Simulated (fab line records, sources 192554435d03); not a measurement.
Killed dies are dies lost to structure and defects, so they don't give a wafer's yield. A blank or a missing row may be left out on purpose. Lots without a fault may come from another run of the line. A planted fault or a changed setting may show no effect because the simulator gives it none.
Chamber matching | flow n5_finfet | N5_BEOL_M15_ETCH_57 on rie_diel-02: 4 sister chambers
The step etches SOC in N2/H2, time 750 s. 16 wafers are shown with their chamber, then 8 later ones without.

WAFERS WITH THEIR CHAMBER
wafer  | chamber | drypump_motor_current_A (A) | throttle_valve_pct (%) | showerhead_plenum_p_Torr (Torr)
L076.2 | 2       | 5.1                         | 18.01                  | 2.63
L076.3 | 1       | 6.0                         | 17.53                  | 2.55
L076.6 | 2       | 5.1                         | 17.99                  | 2.63
L079.1 | 0       | 6.6                         | 17.58                  | 2.73
L079.4 | 3       | 5.6                         | 17.31                  | 2.60
L079.5 | 0       | 6.6                         | 17.59                  | 2.73
L080.2 | 3       | 5.6                         | 17.30                  | 2.60
L080.4 | 0       | 6.6                         | 17.59                  | 2.73
L080.5 | 0       | 6.6                         | 17.60                  | 2.73
L082.2 | 2       | 5.1                         | 18.01                  | 2.62
L082.3 | 3       | 5.6                         | 17.31                  | 2.59
L082.6 | 2       | 5.1                         | 18.03                  | 2.62
L085.3 | 3       | 5.6                         | 17.32                  | 2.59
L085.5 | 1       | 6.1                         | 17.57                  | 2.54
L085.6 | 0       | 6.6                         | 17.62                  | 2.73
L087.1 | 0       | 6.6                         | 17.63                  | 2.72

SIGNATURES (means of the wafers above)
reading                  | chamber 0 | chamber 1 | chamber 2 | chamber 3 | scatter within a chamber
drypump_motor_current_A  | 6.600     | 6.050     | 5.100     | 5.600     | 0.0204
throttle_valve_pct       | 17.6017   | 17.5500   | 18.0100   | 17.3100   | 0.0175
showerhead_plenum_p_Torr | 2.7283    | 2.5450    | 2.6250    | 2.5950    | 0.00527
Rule: a wafer's distance from a chamber is the root of the sum, over the readings, of the square of ((its reading less the chamber's mean) divided by the reading's scatter). The wafer belongs to the nearest chamber; if the next one is less than 2 further off, it can't be placed. The scatter: the root of (the sum of the squares of (reading less its chamber's mean) over the shown wafers, divided by (wafers less chambers)).

WAFERS WITHOUT THEIR CHAMBER
wafer  | drypump_motor_current_A (A) | throttle_valve_pct (%) | showerhead_plenum_p_Torr (Torr)
L087.2 | 5.6                         | 17.34                  | 2.59
L087.3 | 6.0                         | 17.57                  | 2.54
L087.4 | 5.1                         | 18.05                  | 2.62
L087.5 | 5.6                         | 17.33                  | 2.59
L087.6 | 5.1                         | 18.04                  | 2.62
L089.1 | 5.6                         | 17.35                  | 2.59
L089.2 | 6.6                         | 17.60                  | 2.72
L089.4 | 5.1                         | 18.04                  | 2.62

WHICH CHAMBER EACH WENT THROUGH
wafer  | from the rows above | in truth
L087.2 | 3                   | 3
L087.3 | 1                   | 1
L087.4 | 2                   | 2
L087.5 | 3                   | 3
L087.6 | 2                   | 2
L089.1 | 3                   | 3
L089.2 | 0                   | 0
L089.4 | 2                   | 2
Placed correctly: 8 of 8. Can't be placed from these rows: 0. Placed wrongly: 0.
